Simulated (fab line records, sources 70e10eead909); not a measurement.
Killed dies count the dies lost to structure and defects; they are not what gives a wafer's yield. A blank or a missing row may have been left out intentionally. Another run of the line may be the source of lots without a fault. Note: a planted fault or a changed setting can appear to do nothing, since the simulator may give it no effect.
Matching of chambers ; flow nandHarc ; 3 sister chambers for NHARC_P_M0_DEP_32 on pecvd-04
The step deposits SiCN, target thk 30 nm. 6 wafers are shown with their chamber, then 9 later ones without.

== EACH WAFER AND ITS CHAMBER ==
wafer;chamber;heaterPowerW (W);chamberPressureTorr (Torr)
L864.1;1;572;3.003
L869.1;0;581;3.002
L869.2;1;542;2.997
L870.1;0;593;2.997
L870.3;2;585;3.009
L870.6;2;584;2.999

== WAFERS WITHOUT THEIR CHAMBER ==
wafer;heaterPowerW (W);chamberPressureTorr (Torr)
L874.1;484;2.995
L874.4;473;3.005
L874.6;478;3.005
L873.4;509;2.992
L873.5;543;3.002
L873.6;618;2.995
L876.3;563;3.005
L876.5;585;3.008
L876.6;560;3.001

== WHICH CHAMBER EACH WENT THROUGH ==
wafer;from the rows above;in truth
L874.1;1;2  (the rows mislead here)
L874.4;1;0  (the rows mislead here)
L874.6;1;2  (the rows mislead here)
L873.4;1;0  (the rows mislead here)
L873.5;1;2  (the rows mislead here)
L873.6;can't be placed: 0 or 2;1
L876.3;can't be placed: 1 or 2 or 0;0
L876.5;can't be placed: 2 or 0 or 1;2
L876.6;can't be placed: 1 or 2 or 0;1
Placed correctly: 0 of 9. Can't be placed from these rows: 4 (the true chamber is among the candidates in 3). Wrongly placed: 5.
How it was worked out, from the rows above alone: a wafer's distance from a chamber is the root of the sum, over the readings, of the square of ((its reading less the chamber's mean) divided by the reading's scatter). The wafer belongs to the nearest chamber; if the next one is less than 2 further off, it can't be placed. The mean given for a chamber averages the wafers shown for that chamber. The scatter: the root of (the sum of the squares of (reading less its chamber's mean) over the shown wafers, divided by (wafers less chambers)).
